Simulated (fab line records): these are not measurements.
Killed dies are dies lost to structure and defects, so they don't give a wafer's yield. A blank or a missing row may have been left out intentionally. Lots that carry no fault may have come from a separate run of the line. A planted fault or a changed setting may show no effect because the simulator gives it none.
What tool caused it?	flow nand harc	Sampling: 14 lots, 42 wafers, 4 of 1159 route steps

WHAT EACH GAUGE READ, for each wafer
NHARC_P_STI_CD_MEAS_16.
lot	measured	on	cd nm (nm)
L612	day 2 11:38	cd sem-03	192.3 198.1 197.0
L613	day 2 18:44	cd sem-01	198.4 202.5 198.2
L614	day 3 01:56	cd sem-01	197.7 199.3 199.0
L615	day 3 09:23	cd sem-01	203.9 202.0 198.8
L617	day 3 17:35	cd sem-03	199.9 201.8 200.9
L618	day 4 02:38	cd sem-03	192.5 197.1 199.3
L620	day 4 14:16	cd sem-02	196.8 197.0 195.9
L623	day 5 02:12	cd sem-02	196.6 195.2 199.8
L622	day 5 02:16	cd sem-02	197.5 198.0 200.3
L626	day 6 06:12	cd sem-03	199.6 198.1 196.0
L630	day 6 21:58	cd sem-03	199.9 194.4 196.0
L629	day 6 22:07	cd sem-03	197.7 199.5 197.1
L633	day 7 20:41	cd sem-01	198.5 199.7 196.3
L634	day 7 20:51	cd sem-02	197.4 201.5 197.3

NHARC_P_STI_INSPECT_25.
lot	measured	on	raw defect count
L612	day 3 17:18	defect inspect-02	252 208 256
L613	day 4 02:38	defect inspect-02	261 132 133
L614	day 4 09:59	defect inspect-02	250 118 423
L615	day 4 21:53	defect inspect-02	136 183 186
L617	day 4 21:53	defect inspect-02	241 147 111
L618	day 5 18:19	defect inspect-02	266 247 152
L620	day 6 05:58	defect inspect-02	148 132 304
L623	day 7 09:11	defect inspect-01	200 209 93
L622	day 7 09:11	defect inspect-01	150 213 194
L626	day 8 03:01	defect inspect-02	272 265 236
L630	day 8 03:01	defect inspect-01	217 187 197
L629	day 8 03:02	defect inspect-02	321 319 305
L633	day 9 00:58	defect inspect-01	293 187 260
L634	day 9 00:58	defect inspect-02	415 234 499

NHARC_P_GATE_CD_MEAS_26: the cd target is 120 nm.
lot	measured	on	cd nm (nm)
L612	day 4 14:57	cd sem-02	119.7 120.7 119.2
L613	day 5 01:38	cd sem-03	120.3 120.2 119.4
L614	day 5 10:19	cd sem-02	119.6 120.3 119.7
L615	day 5 22:39	cd sem-02	119.4 119.2 119.8
L617	day 5 23:03	cd sem-01	120.7 120.2 120.1
L618	day 6 17:13	cd sem-02	119.3 119.7 119.2
L620	day 7 05:08	cd sem-02	119.9 119.5 119.6
L623	day 8 14:00	cd sem-01	119.0 119.9 120.1
L622	day 8 14:31	cd sem-03	120.0 119.2 119.6
L626	day 9 02:51	cd sem-02	118.6 119.9 119.6
L630	day 9 03:41	cd sem-03	106.9 114.6 111.2
L629	day 9 03:01	cd sem-02	107.2 118.2 110.5
L633	day 9 22:58	cd sem-03	119.9 120.0 120.0
L634	day 9 23:07	cd sem-01	120.5 119.9 120.0

WHICH TOOL RAN EACH LOT (tool, then ch and the chambers of the sampled wafers, then the start)
lot	NHARC_P_GATE_EXPOSE_23
L612	arfi scanner-01 ch 0, day 4 14:49
L613	arfi scanner-02 ch 0, day 5 01:29
L614	arfi scanner-02 ch 0, day 5 10:10
L615	arfi scanner-02 ch 0, day 5 22:31
L617	arfi scanner-01 ch 0, day 5 22:55
L618	arfi scanner-01 ch 0, day 6 17:05
L620	arfi scanner-03 ch 0, day 7 04:59
L623	arfi scanner-01 ch 0, day 8 13:52
L622	arfi scanner-03 ch 0, day 8 14:23
L626	arfi scanner-01 ch 0, day 9 02:43
L630	arfi scanner-03 ch 0, day 9 03:32
L629	arfi scanner-03 ch 0, day 9 02:52
L633	arfi scanner-02 ch 0, day 9 22:49
L634	arfi scanner-01 ch 0, day 9 22:58
- NHARC_P_GATE_EXPOSE_23: exposes mask P GATE, target cd 120 nm.

AS READ BY THE TOOLS THEMSELVES (means over the sampled wafers that have a number; for cases with no such wafer, the mark the record gives instead)
The record holds no such reading with a usual standard deviation.

THE ANSWER, worked out from the rows above alone
Rule: what is usual is taken from the lots themselves. Put in order of their means at a reading, lots are off if they are a third of the lots or fewer, leave a main group of 4 or more, and stand apart from it by a gap of 3 or more times the standard deviation of the main group's means; of several such gaps the widest counts. A main group is skipped when, at the precision printed for the reading in the tables above, its means are all equal. A lot without any number at a reading at which 4 lots or more have one is off too. Where the step has rows for the other lots, those lots are counted as sound. The gauges are gone through in route order, then the tools' own readings, and for those a lot's mean is taken as printed above. At the first step where some lot is off, the reading lying furthest off is the one used; lots without a number count as furthest.
Off: L630, L629 (NHARC_P_GATE_CD_MEAS_26, cd nm). The main group: mean 119.8 nm, standard deviation 0.29.
If a tool, at a process step before that reading, ran all the lots that are off and no sound lot after the first of them, it fits. Gauges at NHARC_P_GATE_CD_MEAS_26: tried the same way as those tools. One fits: arfi scanner-03 at NHARC_P_GATE_EXPOSE_23. Its last sound lot is L622 (day 8 14:23), its first lot that is off L629 (day 9 02:52): a fault that began between those two fits.

WHAT HAD BEEN PUT IN BY THE SIMULATOR
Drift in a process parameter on arfi scanner-03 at NHARC_P_GATE_EXPOSE_23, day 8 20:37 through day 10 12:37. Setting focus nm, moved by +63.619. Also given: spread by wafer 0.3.
Struck lots among those shown: L630, L629. The same result came from the rule above.
